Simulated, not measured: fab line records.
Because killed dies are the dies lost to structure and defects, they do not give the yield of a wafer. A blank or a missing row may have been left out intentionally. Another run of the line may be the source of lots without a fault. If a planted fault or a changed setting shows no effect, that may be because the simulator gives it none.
fab line records ; flow n5-finfet
record: lots: 9; wafers: 27; last-day: 19
route steps=1938 shown DUMMY_GATE@237 SPACER0@259 SD_EPI_N@272 PASSIVATION@1936
lots untouched by any fault: they come from a run of this same line in which no faults occurred
start-h: hours from the record's first day to the start of the lot's first wafer shown ; wait-h: hours since the lot's step before ; " identical to the entry in the row above ; L1.1+2: several wafers, shown together as one row ; - no value, or no start given ; * or withheld: withheld ; < > ~ a bound
route shown NAME@n: NAME is a module with steps in the file, n the number in the route of the first one ; usual: the fault-free wafers' mean and standard deviation ; same: alike in all rows ; chamber/n: place in a boat ; sites: readings site by site ; _std_site: the standard deviation of these ; _edge_site: mean of outer sites minus mean of inner sites ; radius-mm: how far each site lies from the wafer's centre ; mask NAME#n: copy n ; behind: the most recent tool/chamber to have shaped the wafer ; hold: what put the lot on hold/how long, in hours/how the hold closed ; device: transistor that didn't switch, given as n, p or np ; end of line: tests run on the same wafers once the route is complete ; for a step that has no rows: nothing shown but its recipe ; killed: at the first sort, the dies lost to defects and structure; wafer yield is something else ; map: per-die view of a wafer (x killed, . not killed, _ where there is no die)
set.NAME: the setting that was run; set.NAME@STEP: the one run at that earlier step ; model.NAME: the simulator's own value behind a step, which no gauge read
route steps across a sampled set of lots; one table per step, one row per wafer
services: from which hour (start-h, from the record's first day; less than 0 if before it) a tool's chamber was out of use, for how many hours, and why
== steps ==
step: N5_DUMMY_GATE_ETCH_37
recipe: chemistry: N2/H2; target: SOC; target-depth-a: 600; overetch-a: 300; temp-c: 40; ion-energy-ev: 200; pressure-mtorr: 30; source-w: 840; bias-w: 150; n2-flow-sccm: 200; h2-flow-sccm: 200
usual: drypump-motor-current-A: 6.1/0.46; oes-product-au: 0.61/0.051; rf-vpp-V: 523.4/2.2; showerhead-plenum-p-Torr: 2.53/0.073; throttle-valve-pct: 17.88/0.18
lot.wafer;tool;chamber;start-h;wait-h;drypump-motor-current-A;oes-product-au;rf-hours-counter-h;rf-vpp-V;showerhead-plenum-p-Torr;throttle-valve-pct
L645.2;rie-diel-06;3;57.71;0.0;5.6;0.58;130;526.7;2.65;17.88
L645.3;rie-diel-06;2;57.71;0.0;6.7;0.59;179;520.1;2.43;17.93
L645.5;rie-diel-06;2;57.71;0.0;6.7;0.58;-;520.2;2.43;17.92
L650.3;rie-diel-02;0;82.86;0.0;6.6;0.61;122;523.8;2.56;18.06
L650.4;rie-diel-02;1;82.86;0.0;5.7;0.58;150;525.0;2.65;17.85
L650.5;rie-diel-02;2;82.86;0.0;5.9;0.57;-;522.7;2.53;17.86
L654.4;rie-diel-05;3;108.46;0.0;5.2;0.60;169;524.5;2.53;17.83
L654.5;rie-diel-05;2;108.46;0.0;6.8;0.57;-;524.1;2.53;17.78
L654.6;rie-diel-05;1;108.46;0.0;5.7;0.58;-;520.1;2.44;18.15
L655.1;rie-diel-05;1;115.20;0.0;5.7;0.58;182;519.9;2.44;18.15
L655.2;rie-diel-05;2;115.20;0.0;6.7;0.56;207;524.3;2.53;17.78
L655.6;rie-diel-05;2;115.20;0.0;6.7;0.57;-;523.7;2.53;17.77
L659.2;rie-diel-02;2;137.09;0.0;5.8;0.57;200;524.1;2.53;17.88
L659.4;rie-diel-02;3;137.09;0.0;6.5;0.63;97;520.5;2.46;18.09
L659.5;rie-diel-02;2;137.09;0.0;5.8;0.56;-;522.2;2.52;17.88
L663.1;rie-diel-06;1;160.15;0.0;5.8;0.61;140;521.3;2.46;17.65
L663.2;rie-diel-06;3;160.15;0.0;5.6;0.57;162;527.7;2.64;17.94
L663.4;rie-diel-06;0;160.15;0.0;6.4;0.71;26;525.2;2.59;17.60
L665.3;rie-diel-02;2;172.63;0.0;5.9;0.55;211;523.9;2.52;17.89
L665.4;rie-diel-02;3;172.63;0.0;6.6;0.64;108;520.7;2.46;18.09
L665.5;rie-diel-02;0;172.63;0.0;6.6;0.59;-;524.3;2.55;18.11
L666.2;rie-diel-06;0;179.90;0.0;6.4;0.72;32;524.2;2.59;17.59
L666.3;rie-diel-06;2;179.90;0.0;6.7;0.57;217;519.7;2.41;17.99
L666.5;rie-diel-06;1;179.90;0.0;5.8;0.60;-;521.4;2.46;17.65
L667.2;rie-diel-02;2;184.05;0.0;5.8;0.55;214;522.2;2.52;17.91
L667.4;rie-diel-02;0;184.05;0.0;6.5;0.58;152;523.6;2.55;18.13
L667.6;rie-diel-02;3;184.05;0.0;6.6;0.62;-;521.6;2.46;18.08
step: N5_DUMMY_GATE_STRIP_40
recipe: chemistry: CF4; resist: SiARC; power-w: 300; bias-power-w: 75; pressure-mtorr: 50; cf4-flow-sccm: 150; rf-frequency-hz: 6e+07
usual: cf4-flow-sccm: 150.0/0.48; drypump-motor-current-A: 6.0/0.51; oes-product-au: 0.76/0.077; rf-vpp-V: 271.1/1.6; showerhead-plenum-p-Torr: 1.79/0.057; throttle-valve-pct: 13.60/0.21
lot.wafer;tool;chamber;start-h;wait-h;cf4-flow-sccm;drypump-motor-current-A;oes-product-au;rf-hours-counter-h;rf-vpp-V;showerhead-plenum-p-Torr;throttle-valve-pct
L645.2;rie-diel-02;1;58.11;0.3;149.4;5.7;0.74;138;273.1;1.86;13.55
L645.3;rie-diel-02;3;58.11;0.3;149.5;6.5;0.82;69;270.7;1.74;13.57
L645.5;rie-diel-02;2;58.11;0.3;149.7;5.8;0.71;-;272.0;1.78;13.63
L650.3;rie-diel-05;0;83.04;0.1;150.1;5.9;0.70;240;272.6;1.86;13.69
L650.4;rie-diel-05;2;83.04;0.1;149.6;6.7;0.72;198;270.2;1.80;13.65
L650.5;rie-diel-05;0;83.04;0.1;150.2;5.9;0.70;-;269.2;1.86;13.69
L654.4;rie-diel-06;0;108.68;0.1;150.1;6.5;0.92;13;270.5;1.84;13.27
L654.5;rie-diel-06;3;108.68;0.1;149.1;5.6;0.73;-;273.1;1.87;13.74
L654.6;rie-diel-06;0;108.68;0.1;150.2;6.5;0.92;-;271.8;1.84;13.25
L655.1;rie-diel-06;0;115.40;0.1;150.6;6.5;0.92;15;272.6;1.84;13.26
L655.2;rie-diel-06;2;115.40;0.1;150.8;6.7;0.72;200;270.7;1.73;13.87
L655.6;rie-diel-06;3;115.40;0.1;150.3;5.6;0.73;-;272.2;1.87;13.75
L659.2;rie-diel-06;3;137.35;0.1;149.8;5.6;0.73;155;273.7;1.87;13.77
L659.4;rie-diel-06;0;137.35;0.1;149.8;6.4;0.91;20;271.2;1.84;13.28
L659.5;rie-diel-06;3;137.35;0.1;149.3;5.5;0.72;-;274.4;1.87;13.75
L663.1;rie-diel-05;3;160.48;0.2;150.8;5.2;0.73;185;270.7;1.79;13.68
L663.2;rie-diel-05;1;160.48;0.2;151.1;5.7;0.71;196;271.9;1.71;13.87
L663.4;rie-diel-05;2;160.48;0.2;149.2;6.7;0.70;221;270.0;1.79;13.71
L665.3;rie-diel-05;2;172.81;0.1;148.8;6.7;0.71;224;271.1;1.79;13.70
L665.4;rie-diel-05;0;172.81;0.1;150.4;5.9;0.92;8;271.5;1.85;13.17
L665.5;rie-diel-05;3;172.81;0.1;150.1;5.2;0.72;-;270.6;1.79;13.70
L666.2;rie-diel-06;1;180.09;0.1;150.4;5.8;0.75;145;271.7;1.73;13.36
L666.3;rie-diel-06;0;180.09;0.1;149.7;6.4;0.88;32;270.2;1.84;13.31
L666.5;rie-diel-06;3;180.09;0.1;149.3;5.6;0.71;-;274.3;1.87;13.78
L667.2;rie-diel-06;1;184.22;0.1;149.4;5.8;0.76;146;270.6;1.72;13.36
L667.4;rie-diel-06;2;184.22;0.1;149.8;6.7;0.71;218;269.4;1.72;13.90
L667.6;rie-diel-06;3;184.22;0.1;150.1;5.6;0.71;-;273.0;1.87;13.78
step: N5_DUMMY_GATE_ETCH_31
recipe: chemistry: C4F6/O2; target: SiO2; mask-material: SOC; target-depth-a: 825; time-s: 27.5; ion-energy-ev: 250; pressure-mtorr: 30; source-w: 345; bias-w: 185; Ar_flow_sccm: 300; C4F6_flow_sccm: 10; O2_flow_sccm: 10
usual: drypump-motor-current-A: 6.0/0.53; oes-product-au: 0.75/0.059; rf-vpp-V: 666/11; showerhead-plenum-p-Torr: 2.83/0.078; throttle-valve-pct: 21.20/0.21
lot.wafer;tool;chamber;start-h;wait-h;drypump-motor-current-A;oes-product-au;rf-hours-counter-h;rf-vpp-V;showerhead-plenum-p-Torr;throttle-valve-pct
L645.2;rie-diel-06;1;58.61;0.4;5.8;0.78;110;681;2.75;20.75
L645.3;rie-diel-06;2;58.61;0.4;6.7;0.74;180;674;2.74;21.35
L645.5;rie-diel-06;1;58.61;0.4;5.8;0.79;-;677;2.75;20.74
L650.3;rie-diel-05;1;83.14;0.0;5.7;0.72;173;672;2.74;21.46
L650.4;rie-diel-05;2;83.14;0.0;6.8;0.73;198;651;2.83;21.08
L650.5;rie-diel-05;3;83.14;0.0;5.2;0.75;-;657;2.87;21.26
L654.4;rie-diel-02;2;108.83;0.1;5.8;0.71;-;656;2.83;21.24
L654.5;rie-diel-02;0;108.83;0.1;6.6;0.75;-;682;2.86;21.45
L654.6;rie-diel-02;3;108.83;0.1;6.5;0.82;-;653;2.73;21.21
L655.1;rie-diel-06;1;115.50;0.0;5.8;0.78;129;678;2.74;20.79
L655.2;rie-diel-06;0;115.50;0.0;6.4;0.94;15;671;2.92;20.96
L655.6;rie-diel-06;3;115.50;0.0;5.6;0.75;-;686;2.97;21.37
L659.2;rie-diel-05;3;137.45;0.0;5.2;0.73;177;658;2.86;21.29
L659.4;rie-diel-05;2;137.45;0.0;6.8;0.71;-;649;2.83;21.07
L659.5;rie-diel-05;1;137.45;0.0;5.8;0.71;-;670;2.73;21.47
L663.1;rie-diel-05;3;160.78;0.2;5.2;0.73;186;658;2.86;21.31
L663.2;rie-diel-05;0;160.78;0.2;6.0;0.95;4;672;2.90;20.64
L663.4;rie-diel-05;2;160.78;0.2;6.7;0.70;221;649;2.82;21.12
L665.3;rie-diel-05;2;172.91;0.0;6.7;0.70;224;649;2.82;21.12
L665.4;rie-diel-05;3;172.91;0.0;5.2;0.73;189;657;2.86;21.32
L665.5;rie-diel-05;2;172.91;0.0;6.7;0.70;-;648;2.82;21.12
L666.2;rie-diel-06;1;180.19;0.0;5.8;0.75;145;679;2.73;20.81
L666.3;rie-diel-06;0;180.19;0.0;6.4;0.90;32;672;2.91;20.98
L666.5;rie-diel-06;2;180.19;0.0;6.7;0.71;-;673;2.72;21.41
L667.2;rie-diel-06;2;184.32;0.0;6.7;0.71;218;675;2.72;21.42
L667.4;rie-diel-06;1;184.32;0.0;5.8;0.74;147;678;2.73;20.80
L667.6;rie-diel-06;0;184.32;0.0;6.4;0.89;-;673;2.91;20.99
step: N5_SPACER0_ALD_00
recipe: material: SiOCN; target-thk-a: 35; temp-c: 400; ald-precursor-family: alkyl-aminosilane; ald-co-reactant: O2/N2-plasma; pulse-time-s: 3; purge-time-s: 2; co-reactant-purge-time-s: 2; ald-cycles: 58; pressure-torr: 2
usual: heater-power-w: 825/52; precursor-pulse-height-rel: 1.000/0.019
lot.wafer;tool;chamber;start-h;wait-h;heater-power-w;precursor-pulse-height-rel
L645.2;ald-sin-04;2;59.54;0.1;747;0.965
L645.3;ald-sin-04;0;59.54;0.1;719;0.994
L645.5;ald-sin-04;1;59.54;0.1;786;0.995
L650.3;ald-sin-02;0;84.05;0.1;849;0.997
L650.4;ald-sin-02;3;84.05;0.1;900;1.007
L650.5;ald-sin-02;2;84.05;0.1;785;1.015
L654.4;ald-sin-04;1;109.73;0.1;802;1.008
L654.5;ald-sin-04;0;109.73;0.1;733;1.009
L654.6;ald-sin-04;1;109.73;0.1;809;1.020
L655.1;ald-sin-04;1;116.58;0.1;809;1.027
L655.2;ald-sin-04;2;116.58;0.1;782;1.016
L655.6;ald-sin-04;1;116.58;0.1;806;0.996
L659.2;ald-sin-04;3;138.49;0.1;808;0.977
L659.4;ald-sin-04;0;138.49;0.1;732;0.983
L659.5;ald-sin-04;0;138.49;0.1;755;1.012
L663.1;ald-sin-03;3;161.70;0.1;822;1.014
L663.2;ald-sin-03;2;161.70;0.1;907;1.032
L663.4;ald-sin-03;0;161.70;0.1;776;1.004
L665.3;ald-sin-03;1;173.86;0.1;825;1.007
L665.4;ald-sin-03;0;173.86;0.1;784;1.008
L665.5;ald-sin-03;0;173.86;0.1;764;0.984
L666.2;ald-sin-03;2;181.11;0.1;901;1.021
L666.3;ald-sin-03;0;181.11;0.1;801;0.969
L666.5;ald-sin-03;2;181.11;0.1;893;0.999
L667.2;ald-sin-03;2;185.69;0.1;907;1.025
L667.4;ald-sin-03;0;185.69;0.1;801;0.992
L667.6;ald-sin-03;2;185.69;0.1;895;0.974
step: N5_SPACER0_INSPECT_04
recipe: inspect-instrument: darkfield; mode: post-dep
usual: raw-defect-count: 134/29
lot.wafer;tool;chamber;start-h;wait-h;raw-defect-count
L645.2;defect-inspect-02;-;59.96;0.1;153
L645.3;defect-inspect-02;-;59.96;0.1;146
L645.5;defect-inspect-02;-;59.96;0.1;144
L650.3;defect-inspect-01;-;84.47;0.1;162
L650.4;defect-inspect-01;-;84.47;0.1;128
L650.5;defect-inspect-01;-;84.47;0.1;104
L654.4;defect-inspect-01;-;110.15;0.1;135
L654.5;defect-inspect-01;-;110.15;0.1;114
L654.6;defect-inspect-01;-;110.15;0.1;191
L655.1;defect-inspect-01;-;117.00;0.1;115
L655.2;defect-inspect-01;-;117.00;0.1;150
L655.6;defect-inspect-01;-;117.00;0.1;140
L659.2;defect-inspect-02;-;138.91;0.1;237
L659.4;defect-inspect-02;-;138.91;0.1;1422
L659.5;defect-inspect-02;-;138.91;0.1;1408
L663.1;defect-inspect-02;-;162.11;0.1;157
L663.2;defect-inspect-02;-;162.11;0.1;208
L663.4;defect-inspect-02;-;162.11;0.1;110
L665.3;defect-inspect-01;-;174.28;0.1;154
L665.4;defect-inspect-01;-;174.28;0.1;215
L665.5;defect-inspect-01;-;174.28;0.1;133
L666.2;defect-inspect-02;-;181.53;0.1;98
L666.3;defect-inspect-02;-;181.53;0.1;132
L666.5;defect-inspect-02;-;181.53;0.1;116
L667.2;defect-inspect-02;-;186.11;0.1;123
L667.4;defect-inspect-02;-;186.11;0.1;149
L667.6;defect-inspect-02;-;186.11;0.1;117
step: N5_SD_EPI_N_INSPECT_11
recipe: mode: adi; inspect-instrument: macro
usual: raw-defect-count: 2.1/1.4
lot.wafer;tool;chamber;start-h;wait-h;raw-defect-count
L645.2;defect-inspect-01;-;60.41;0.0;1
L645.3;defect-inspect-01;-;60.41;0.0;1
L645.5;defect-inspect-01;-;60.41;0.0;1
L650.3;defect-inspect-01;-;84.80;0.0;2
L650.4;defect-inspect-01;-;84.80;0.0;2
L650.5;defect-inspect-01;-;84.80;0.0;2
L654.4;defect-inspect-01;-;110.60;0.0;4
L654.5;defect-inspect-01;-;110.60;0.0;4
L654.6;defect-inspect-01;-;110.60;0.0;2
L655.1;defect-inspect-01;-;117.46;0.0;2
L655.2;defect-inspect-01;-;117.46;0.0;1
L655.6;defect-inspect-01;-;117.46;0.0;3
L659.2;defect-inspect-01;-;139.36;0.0;3
L659.4;defect-inspect-01;-;139.36;0.0;>300
L659.5;defect-inspect-01;-;139.36;0.0;>300
L663.1;defect-inspect-02;-;162.57;0.0;2
L663.2;defect-inspect-02;-;162.57;0.0;3
L663.4;defect-inspect-02;-;162.57;0.0;2
L665.3;defect-inspect-01;-;174.60;0.0;1
L665.4;defect-inspect-01;-;174.60;0.0;2
L665.5;defect-inspect-01;-;174.60;0.0;1
L666.2;defect-inspect-02;-;181.98;0.0;2
L666.3;defect-inspect-02;-;181.98;0.0;3
L666.5;defect-inspect-02;-;181.98;0.0;1
L667.2;defect-inspect-01;-;186.44;0.0;0
L667.4;defect-inspect-01;-;186.44;0.0;3
L667.6;defect-inspect-01;-;186.44;0.0;3
step: N5_SD_EPI_N_INSPECT_26
recipe: inspect-instrument: darkfield; mode: post-epi
usual: raw-defect-count: 199/33
lot.wafer;tool;chamber;start-h;wait-h;raw-defect-count
L645.2;defect-inspect-02;-;64.43;0.1;174
L645.3;defect-inspect-02;-;64.43;0.1;207
L645.5;defect-inspect-02;-;64.43;0.1;215
L650.3;defect-inspect-02;-;88.78;0.1;244
L650.4;defect-inspect-02;-;88.78;0.1;198
L650.5;defect-inspect-02;-;88.78;0.1;153
L654.4;defect-inspect-01;-;114.77;0.1;209
L654.5;defect-inspect-01;-;114.77;0.1;194
L654.6;defect-inspect-01;-;114.77;0.1;295
L655.1;defect-inspect-02;-;122.08;0.2;196
L655.2;defect-inspect-02;-;122.08;0.2;206
L655.6;defect-inspect-02;-;122.08;0.2;191
L659.2;defect-inspect-01;-;143.65;0.1;286
L659.4;defect-inspect-01;-;143.65;0.1;1503
L659.5;defect-inspect-01;-;143.65;0.1;1503
L663.1;defect-inspect-02;-;166.60;0.1;226
L663.2;defect-inspect-02;-;166.60;0.1;271
L663.4;defect-inspect-02;-;166.60;0.1;164
L665.3;defect-inspect-01;-;178.60;0.1;219
L665.4;defect-inspect-01;-;178.60;0.1;281
L665.5;defect-inspect-01;-;178.60;0.1;197
L666.2;defect-inspect-02;-;186.75;0.1;167
L666.3;defect-inspect-02;-;186.75;0.1;189
L666.5;defect-inspect-02;-;186.75;0.1;204
L667.2;defect-inspect-02;-;190.65;0.1;179
L667.4;defect-inspect-02;-;190.65;0.1;214
L667.6;defect-inspect-02;-;190.65;0.1;186
step: N5_PASSIVATION_PROBE_49
usual: killed_at_M0_to_M3: 33/11; killed_at_M4_up: 15/6.2; killed-at-contacts: 13/6.5; killed-at-front-end: 38/11; killed-at-other: 3.4/2.6; killed-dies: 102/17; killed-open: 67/12; killed-short: 34/7.9
same: gross-dies: 1180; killed-at-back-side: 0
lot.wafer;tool;chamber;start-h;wait-h;killed_at_M0_to_M3;killed_at_M4_up;killed-at-contacts;killed-at-front-end;killed-at-other;killed-dies;killed-open;killed-short
L659.2;prober-01;-;394.05;0.1;20;28;20;45;4;117;86;30
L659.4;prober-01;-;394.15;0.2;27;8;17;183;5;240;51;37
L659.5;prober-01;-;394.20;0.2;18;9;18;197;2;244;60;30
killed by level:class
L659.2 MOL_CONTACT_COAG:geometric-particle:open=20 STI_FIN_REVEAL:geometric-particle:open=18 FIN_SAQP:geometric-particle:short=13 BEOL_M2:geometric-particle:open=11 BEOL_M5:geometric-particle:open=7 BEOL_M4:geometric-particle:open=6 BEOL_M5:geometric-particle:short=5 FIN_SAQP:geometric-particle:open=3
L659.4 SPACER0:unspecified=151 MOL_CONTACT_COAG:geometric-particle:open=13 FIN_SAQP:geometric-particle:short=7 BEOL_M0_SAQP:geometric-particle:short=7 FIN_SAQP:geometric-particle:open=6 DUMMY_GATE:geometric-particle:short=5 BEOL_M2:geometric-particle:open=5 DUMMY_GATE:geometric-particle:open=4
L659.5 SPACER0:unspecified=153 FIN_SAQP:geometric-particle:short=12 MOL_CONTACT_COAG:geometric-particle:open=10 FIN_SAQP:geometric-particle:open=9 STI_FIN_REVEAL:geometric-particle:open=9 MOL_CONTACT_COAG:geometric-particle:short=8 DUMMY_GATE:geometric-particle:open=5 BEOL_M2:geometric-particle:open=5
== services ==
tool;chamber;start-h;hours;kind
ald-sin-02;2;36.10;6.5;repair
rie-diel-06;0;51.53;-;clean
rie-diel-06;0;51.53;-;consumable-replace:focus-ring
rie-diel-06;0;51.53;14.0;scheduled-down
rie-diel-06;0;51.53;14.0;vent-cycle
rie-diel-05;-;51.87;28.1;pm
rie-diel-02;0;52.41;13.2;repair
ald-sin-04;3;64.33;5.4;repair
ald-sin-02;-;85.25;14.0;pm
ald-sin-02;0;85.25;14.0;vent-cycle
ald-sin-02;1;85.25;14.0;vent-cycle
ald-sin-02;2;85.25;14.0;vent-cycle
ald-sin-02;3;85.25;14.0;vent-cycle
rie-diel-02;1;93.14;16.4;repair
ald-sin-03;-;96.05;0.8;pm
ald-sin-02;0;99.25;-;clean
ald-sin-02;1;99.25;-;clean
ald-sin-02;2;99.25;-;clean
ald-sin-02;3;99.25;-;clean
rie-diel-05;0;122.27;-;clean
rie-diel-05;0;122.27;-;consumable-replace:focus-ring
rie-diel-05;0;122.27;24.0;scheduled-down
rie-diel-05;0;122.27;24.0;vent-cycle
ald-sin-02;3;159.26;1.7;repair
== key ==
first-sign: step: N5_SPACER0_INSPECT_04; reading: raw-defect-count; direction: up; sigmas: 45; usual: 134; struck: 1415
effect: step: N5_SD_EPI_N_INSPECT_11; reading: raw-defect-count; direction: up; sigmas: 99+; usual: 2.1; struck: >300
effect: step: N5_SD_EPI_N_INSPECT_26; reading: raw-defect-count; direction: up; sigmas: 40; usual: 199; struck: 1503
effect: step: N5_PASSIVATION_PROBE_49; reading: killed-at-front-end; direction: up; sigmas: 14; usual: 38; struck: 190
more-kills-born-at: N5_SPACER0_ALD_00@ald-sin-04: 304
met-at N5_SPACER0_ALD_00
struck-lots L659
struck-wafers L659.4,L659.5
tester-left-out L659
not-acting-at N5_DUMMY_GATE_ETCH_37,N5_DUMMY_GATE_STRIP_40,N5_DUMMY_GATE_ETCH_31
onset-between 109.73 138.49
fault: kind: chamber-particle-source; tool: ald-sin-04; chamber: 0; onset-h: 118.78; steps: N5_SPACER0_ALD_00; rate-per-visit-cm2: 1.9279; end-h: 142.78
tester-left-out: of these lots the tester's yield and bins aren't shown, on N5 and GAA mostly nor the transistor test; their killed dies are dies lost to structure and defects alone, not to doping, threshold or leakage, so they don't give the yield
